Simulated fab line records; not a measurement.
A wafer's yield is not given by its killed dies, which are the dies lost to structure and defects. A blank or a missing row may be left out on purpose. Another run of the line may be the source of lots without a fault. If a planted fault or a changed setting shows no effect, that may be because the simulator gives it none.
Which of the tools did it?	flow nand_harc	23 lots with 69 wafers sampled at 6 steps, on a route of 1159 steps

WHAT EACH GAUGE READ, for each wafer
Not one reading of a measure or inspect step in the record can be checked against a usual standard deviation.

TOOL THAT RAN EACH LOT (tool first, then ch and the chambers of the sampled wafers, then the start)
lot	NHARC_A_CHANNEL_HOLE_D1_ETCH_20	NHARC_A_CHANNEL_HOLE_D1_ETCH_21	NHARC_A_CHANNEL_FILL_D1_ALD_25	NHARC_A_CHANNEL_FILL_D1_RTA_24	NHARC_A_STAIRCASE_TRIM_12	NHARC_A_STAIRCASE_ETCH_23
L074	har_etch-02 ch 0,1, day 8 00:18	har_etch-02 ch 0,1, day 8 00:37	ald_hk-01 ch 2,3, day 10 02:41	rtp_anneal-02 ch 0, day 10 14:46	rie_diel-11 ch 0,3, day 10 18:22	rie_diel-11 ch 0,3, no start
L075	har_etch-02 ch 1, day 8 17:06	har_etch-02 ch 1, day 8 17:26	ald_hk-03 ch 0,1,3, day 10 14:50	rtp_anneal-01 ch 0, day 11 02:51	rie_diel-11 ch 0,2, day 11 06:28	rie_diel-04 ch 0,1, no start
L076	har_etch-01 ch 0, day 8 17:28	har_etch-01 ch 0, day 8 17:49	ald_hk-01 ch 2,3, day 10 14:50	rtp_anneal-02 ch 0, day 11 02:46	rie_diel-04 ch 1,2, day 11 05:52	rie_diel-11 ch 0,1,3, no start
L077	har_etch-02 ch 0,1, day 9 06:44	har_etch-02 ch 0,1, day 9 07:02	ald_hk-03 ch 0,2,3, day 11 05:37	rtp_anneal-02 ch 0, day 11 15:03	rie_diel-04 ch 0,3, day 11 18:28	rie_diel-04 ch 0,3, no start
L078	har_etch-01 ch 0,1, day 9 07:46	har_etch-01 ch 0,1, day 9 08:08	ald_hk-04 ch 2,3, day 11 03:11	rtp_anneal-01 ch 0, day 11 15:04	rie_diel-11 ch 1,2, day 11 18:16	rie_diel-11 ch 1,2,3, no start
L079	har_etch-01 ch 0,1, day 9 15:19	har_etch-01 ch 0,1, day 9 15:38	ald_hk-03 ch 0,1,2, day 11 13:03	rtp_anneal-01 ch 0, day 12 00:13	rie_diel-11 ch 0,1,2, day 12 03:16	rie_diel-11 ch 0,2,3, no start
L081	har_etch-02 ch 0,1, day 9 23:21	har_etch-02 ch 0,1, day 9 23:43	ald_hk-03 ch 1,2, day 11 18:04	rtp_anneal-01 ch 0, day 12 05:20	rie_diel-04 ch 1,2,3, day 12 08:19	rie_diel-04 ch 0,1,3, no start
L080	har_etch-01 ch 0,1, day 9 23:56	har_etch-01 ch 0,1, day 10 00:16	ald_hk-01 ch 1,2,3, day 11 19:15	rtp_anneal-02 ch 0, day 12 05:15	rie_diel-11 ch 0,2,3, day 12 08:30	rie_diel-11 ch 0,3, no start
L083	har_etch-02 ch 0,1, day 10 16:43	har_etch-02 ch 0,1, day 10 17:02	ald_hk-01 ch 0,2,3, day 12 13:44	rtp_anneal-02 ch 0, day 13 01:21	rie_diel-12 ch 0,1,3, day 13 04:35	rie_diel-12 ch 0,1,3, no start
L082	har_etch-01 ch 0,1, day 10 17:55	har_etch-01 ch 0,1, day 10 18:17	ald_hk-04 ch 1,2, day 12 13:44	rtp_anneal-02 ch 0, day 13 01:33	rie_diel-12 ch 0,2,3, day 13 04:48	rie_diel-11 ch 0,1,3, no start
L085	har_etch-02 ch 1, day 11 08:58	har_etch-02 ch 1, day 11 09:18	ald_hk-03 ch 2,3, day 13 02:17	rtp_anneal-01 ch 0, day 13 15:11	rie_diel-11 ch 0,1,2, day 13 18:22	rie_diel-04 ch 0,3, no start
L086	har_etch-02 ch 0,1, day 11 18:43	har_etch-02 ch 0,1, day 11 19:02	ald_hk-04 ch 1,2,3, day 13 15:34	rtp_anneal-01 ch 0, day 14 00:24	rie_diel-11 ch 1,3, day 14 04:02	rie_diel-04 ch 1,3, no start
L087	har_etch-01 ch 0,1, day 11 19:53	har_etch-01 ch 0,1, day 11 20:13	ald_hk-03 ch 1,2,3, day 13 12:30	rtp_anneal-02 ch 0, day 14 00:25	rie_diel-04 ch 1,3, day 14 03:28	rie_diel-12 ch 0,2, no start
L084	har_etch-02 ch 0,1, day 12 03:02	har_etch-02 ch 0,1, day 12 03:20	ald_hk-01 ch 0,1,2, day 13 20:43	rtp_anneal-01 ch 0, day 14 08:38	rie_diel-04 ch 0,1,3, day 14 11:52	rie_diel-12 ch 1,2,3, no start
L089	har_etch-01 ch 0,1, day 12 03:24	har_etch-01 ch 0,1, day 12 03:45	ald_hk-04 ch 0,2, day 13 20:43	rtp_anneal-01 ch 0, day 14 08:30	rie_diel-11 ch 0,3, day 14 11:35	rie_diel-12 ch 0,1,2, no start
L088	har_etch-02 ch 0,1, day 12 07:14	har_etch-02 ch 0,1, day 12 07:34	ald_hk-03 ch 0,1,3, day 14 02:17	rtp_anneal-01 ch 0, day 14 13:23	rie_diel-12 ch 0,2, day 14 16:38	rie_diel-12 ch 2,3, no start
L090	har_etch-01 ch 0,1, day 12 13:35	har_etch-01 ch 0,1, day 12 13:55	ald_hk-04 ch 1,2,3, day 14 07:58	rtp_anneal-01 ch 0, day 14 19:16	rie_diel-11 ch 0,1,3, day 14 22:50	rie_diel-04 ch 0,2,3, no start
L093	har_etch-02 ch 0,1, day 12 22:00	har_etch-02 ch 0,1, day 12 22:19	ald_hk-01 ch 0,1,2, day 14 20:16	rtp_anneal-01 ch 0, day 15 06:47	rie_diel-12 ch 1,2, day 15 09:50	rie_diel-04 ch 0,1, no start
L094	har_etch-01 ch 0,1, day 12 23:08	har_etch-01 ch 0,1, day 12 23:26	ald_hk-04 ch 1,3, day 14 19:03	rtp_anneal-01 ch 0, day 15 07:05	rie_diel-04 ch 1,2, day 15 10:21	rie_diel-04 ch 2,3, no start
L091	har_etch-02 ch 0,1, day 13 02:17	har_etch-02 ch 0,1, day 13 02:38	ald_hk-03 ch 0,1,2, day 14 22:39	rtp_anneal-01 ch 0, day 15 07:01	rie_diel-12 ch 0,1, day 15 10:11	rie_diel-12 ch 0,1, no start
L092	har_etch-01 ch 0,1, day 13 07:14	har_etch-01 ch 0,1, day 13 07:33	ald_hk-04 ch 2,3, day 15 02:35	rtp_anneal-01 ch 0, day 15 14:11	rie_diel-04 ch 0,2, day 15 17:24	rie_diel-04 ch 0,2,3, no start
L096	har_etch-02 ch 0,1, day 13 19:54	har_etch-02 ch 0,1, day 13 20:13	ald_hk-01 ch 0,1,2, day 15 13:58	rtp_anneal-01 ch 0, day 16 01:52	rie_diel-04 ch 0,3, day 16 05:38	rie_diel-04 ch 0,3, no start
L095	har_etch-02 ch 0,1, day 14 04:17	har_etch-02 ch 0,1, day 14 04:38	ald_hk-04 ch 0,2,3, day 16 01:47	rtp_anneal-02 ch 0, day 16 13:42	rie_diel-04 ch 1,2,3, day 16 16:49	rie_diel-04 ch 0,1,3, no start
- NHARC_A_CHANNEL_HOLE_D1_ETCH_20: etches the open film in C4F8/O2/Ar, time 361.9 s, target depth 1600 nm.
- NHARC_A_CHANNEL_HOLE_D1_ETCH_21: etches the open film in C4F8/O2/Ar, time 514.3 s, target depth 1600 nm.
- NHARC_A_CHANNEL_FILL_D1_ALD_25: deposits SiOx, target thk 60 nm, pulse time 10 s, ald cycles 600.
- NHARC_A_CHANNEL_FILL_D1_RTA_24: time 5 s.
- NHARC_A_STAIRCASE_TRIM_12: chemistry O2, time 211.2 s.
- NHARC_A_STAIRCASE_ETCH_23: etches the open film in C4F8/O2, target depth 100 nm, time 40.5 s.

WHAT THE TOOLS THEMSELVES READ (means of the sampled wafers that have a number; where no wafer has one, the mark that the record gives instead)
NHARC_A_CHANNEL_HOLE_D1_ETCH_20.
lot	tool	drypump_motor_current_A (A)	he_backside_leak_sccm (sccm)	showerhead_plenum_p_Torr (Torr)	temp_c (C)	throttle_valve_pct (%)
L074	har_etch-02	6.0	5.3	3.875	-19.96	32.154
L075	har_etch-02	5.2	6.3	3.873	-19.91	32.164
L076	har_etch-01	5.8	6.3	3.826	-19.93	32.158
L077	har_etch-02	6.0	5.1	3.870	-20.12	32.153
L078	har_etch-01	5.9	6.6	3.823	-19.86	32.164
L079	har_etch-01	5.9	6.3	3.821	-20.13	32.153
L081	har_etch-02	5.6	5.6	3.865	-20.07	32.155
L080	har_etch-01	5.9	6.5	3.819	-19.92	32.158
L083	har_etch-02	5.6	5.9	3.862	-20.07	32.157
L082	har_etch-01	5.9	6.5	3.815	-20.02	32.159
L085	har_etch-02	5.2	6.2	3.858	-20.08	32.165
L086	har_etch-02	5.6	5.8	3.855	-20.01	32.150
L087	har_etch-01	5.9	6.5	3.810	-20.01	32.153
L084	har_etch-02	5.6	5.7	3.853	-19.95	32.158
L089	har_etch-01	5.9	6.6	3.807	-20.02	32.155
L088	har_etch-02	6.0	5.5	3.850	-19.98	32.148
L090	har_etch-01	5.9	6.9	3.804	-20.07	32.162
L093	har_etch-02	6.0	5.6	3.847	-20.10	32.159
L094	har_etch-01	5.8	6.6	3.802	-20.06	32.145
L091	har_etch-02	5.6	6.2	3.845	-19.94	32.149
L092	har_etch-01	5.9	6.4	3.798	-20.04	32.144
L096	har_etch-02	5.6	6.0	3.841	-19.85	32.162
L095	har_etch-02	6.0	5.7	3.837	-19.98	32.152

NHARC_A_CHANNEL_HOLE_D1_ETCH_21.
lot	tool	drypump_motor_current_A (A)	he_backside_leak_sccm (sccm)	showerhead_plenum_p_Torr (Torr)	temp_c (C)	throttle_valve_pct (%)
L074	har_etch-02	6.0	5.6	3.875	-19.86	32.162
L075	har_etch-02	5.2	6.0	3.873	-20.00	32.162
L076	har_etch-01	5.8	5.8	3.826	-19.98	32.156
L077	har_etch-02	6.0	5.6	3.870	-20.02	32.159
L078	har_etch-01	5.9	6.6	3.823	-20.04	32.160
L079	har_etch-01	5.9	6.6	3.821	-20.05	32.160
L081	har_etch-02	5.6	5.7	3.865	-19.95	32.157
L080	har_etch-01	5.9	6.5	3.819	-19.93	32.164
L083	har_etch-02	5.6	5.7	3.861	-20.03	32.159
L082	har_etch-01	5.9	6.6	3.815	-19.98	32.152
L085	har_etch-02	5.2	6.0	3.858	-19.97	32.161
L086	har_etch-02	5.6	6.3	3.855	-19.97	32.159
L087	har_etch-01	5.9	6.9	3.809	-19.97	32.163
L084	har_etch-02	5.6	6.1	3.852	-19.96	32.153
L089	har_etch-01	5.9	6.4	3.807	-20.06	32.149
L088	har_etch-02	6.0	5.4	3.850	-20.10	32.160
L090	har_etch-01	5.9	6.6	3.804	-20.06	32.156
L093	har_etch-02	6.0	7.0	3.847	-19.96	32.167
L094	har_etch-01	5.9	6.8	3.802	-20.10	32.155
L091	har_etch-02	5.6	6.0	3.845	-19.96	32.166
L092	har_etch-01	5.9	6.9	3.798	-20.00	32.158
L096	har_etch-02	5.6	6.1	3.841	-20.10	32.157
L095	har_etch-02	6.0	5.7	3.837	-19.97	32.155

NHARC_A_CHANNEL_FILL_D1_ALD_25.
lot	tool	heater_power_w (W)	precursor_pulse_height_rel
L074	ald_hk-01	473	0.990
L075	ald_hk-03	463	1.016
L076	ald_hk-01	484	1.002
L077	ald_hk-03	438	1.001
L078	ald_hk-04	470	1.008
L079	ald_hk-03	461	0.996
L081	ald_hk-03	479	1.008
L080	ald_hk-01	465	1.012
L083	ald_hk-01	441	1.013
L082	ald_hk-04	428	1.004
L085	ald_hk-03	451	0.991
L086	ald_hk-04	477	1.000
L087	ald_hk-03	477	0.997
L084	ald_hk-01	447	1.008
L089	ald_hk-04	434	1.005
L088	ald_hk-03	467	1.011
L090	ald_hk-04	469	1.013
L093	ald_hk-01	453	1.009
L094	ald_hk-04	479	1.002
L091	ald_hk-03	465	0.995
L092	ald_hk-04	516	0.992
L096	ald_hk-01	450	1.000
L095	ald_hk-04	488	1.021

NHARC_A_CHANNEL_FILL_D1_RTA_24.
lot	tool	lamp_power_pct (%)	wafer_temp_C_max
L074	rtp_anneal-02	26.7	1007.2
L075	rtp_anneal-01	29.7	1004.1
L076	rtp_anneal-02	26.7	1007.4
L077	rtp_anneal-02	26.8	1005.6
L078	rtp_anneal-01	29.6	1003.9
L079	rtp_anneal-01	29.6	1004.0
L081	rtp_anneal-01	29.6	1004.2
L080	rtp_anneal-02	26.7	1006.3
L083	rtp_anneal-02	26.7	1006.8
L082	rtp_anneal-02	26.7	1006.3
L085	rtp_anneal-01	29.7	1004.6
L086	rtp_anneal-01	29.6	1004.3
L087	rtp_anneal-02	26.7	1006.4
L084	rtp_anneal-01	29.6	1005.4
L089	rtp_anneal-01	29.6	1004.4
L088	rtp_anneal-01	29.6	1003.7
L090	rtp_anneal-01	29.6	1005.0
L093	rtp_anneal-01	29.6	1003.5
L094	rtp_anneal-01	29.6	1004.8
L091	rtp_anneal-01	29.6	1003.8
L092	rtp_anneal-01	29.6	1005.0
L096	rtp_anneal-01	29.6	1003.8
L095	rtp_anneal-02	26.7	1006.6

NHARC_A_STAIRCASE_TRIM_12.
lot	tool	drypump_motor_current_A (A)	oes_product_au (a.u.)	rf_vpp_V (V)	showerhead_plenum_p_Torr (Torr)	throttle_valve_pct (%)
L074	rie_diel-11	5.4	1.010	57.3	3.46	17.029
L075	rie_diel-11	5.0	1.003	58.0	3.44	17.033
L076	rie_diel-04	6.0	1.006	57.4	3.43	17.030
L077	rie_diel-04	5.1	1.003	58.4	3.44	17.041
L078	rie_diel-11	5.9	0.998	57.7	3.47	17.032
L079	rie_diel-11	5.4	1.002	57.0	3.45	17.034
L081	rie_diel-04	5.7	0.998	57.4	3.50	17.034
L080	rie_diel-11	5.3	1.005	58.9	3.58	17.043
L083	rie_diel-12	5.6	1.000	58.0	3.51	17.037
L082	rie_diel-12	5.9	0.997	57.7	3.57	17.038
L085	rie_diel-11	5.4	1.007	57.5	3.45	17.042
L086	rie_diel-11	6.1	1.007	58.5	3.61	17.041
L087	rie_diel-04	5.9	1.011	58.0	3.48	17.032
L084	rie_diel-04	5.5	1.006	58.3	3.46	17.034
L089	rie_diel-11	5.7	1.004	57.2	3.59	17.028
L088	rie_diel-12	5.7	1.005	57.5	3.51	17.033
L090	rie_diel-11	5.8	1.008	57.7	3.46	17.021
L093	rie_diel-12	5.3	0.996	57.1	3.40	17.035
L094	rie_diel-04	6.0	1.005	57.6	3.41	17.033
L091	rie_diel-12	5.3	1.003	56.7	3.40	17.045
L092	rie_diel-04	5.3	0.998	58.4	3.35	17.040
L096	rie_diel-04	5.2	0.997	58.0	3.53	17.032
L095	rie_diel-04	5.7	0.997	58.5	3.49	17.031

NHARC_A_STAIRCASE_ETCH_23.
lot	tool	oes_product_au (a.u.)	rf_vpp_V (V)
L074	rie_diel-11	0.945	894
L075	rie_diel-04	0.963	890
L076	rie_diel-11	0.948	894
L077	rie_diel-04	0.948	893
L078	rie_diel-11	0.951	898
L079	rie_diel-11	0.943	898
L081	rie_diel-04	0.953	893
L080	rie_diel-11	0.932	893
L083	rie_diel-12	0.932	896
L082	rie_diel-11	0.955	894
L085	rie_diel-04	0.958	897
L086	rie_diel-04	0.952	896
L087	rie_diel-12	0.950	896
L084	rie_diel-12	0.920	895
L089	rie_diel-12	0.930	894
L088	rie_diel-12	0.938	898
L090	rie_diel-04	0.956	894
L093	rie_diel-04	0.922	890
L094	rie_diel-04	0.934	895
L091	rie_diel-12	0.945	891
L092	rie_diel-04	0.947	894
L096	rie_diel-04	0.947	892
L095	rie_diel-04	0.935	893

THE ANSWER, worked out from the rows above alone
Rule: the usual values come from the lots themselves. The widest of any qualifying gaps counts: lots, ordered by their means at a reading, are off when they make up no more than a third of the lots, leave a main group of 4 or more, and stand apart from it by 3 or more times the standard deviation of that group's means. The tables above print the reading to a certain number of digits; a main group whose means all agree to those digits is not used. Also off: a lot with no number at a reading for which 4 or more lots have one. Where the step has rows for the other lots, those lots are counted as sound. The gauges are gone through in route order, then the tools' own readings, and for those a lot's mean is taken as printed above. The first step at which some lot is off is used, and at that step the reading that is off furthest; a lot without a number counts as furthest.
Across all readings shown, no lot is off: no conclusion can be drawn from this.

WHAT WAS PUT IN BY THE SIMULATOR
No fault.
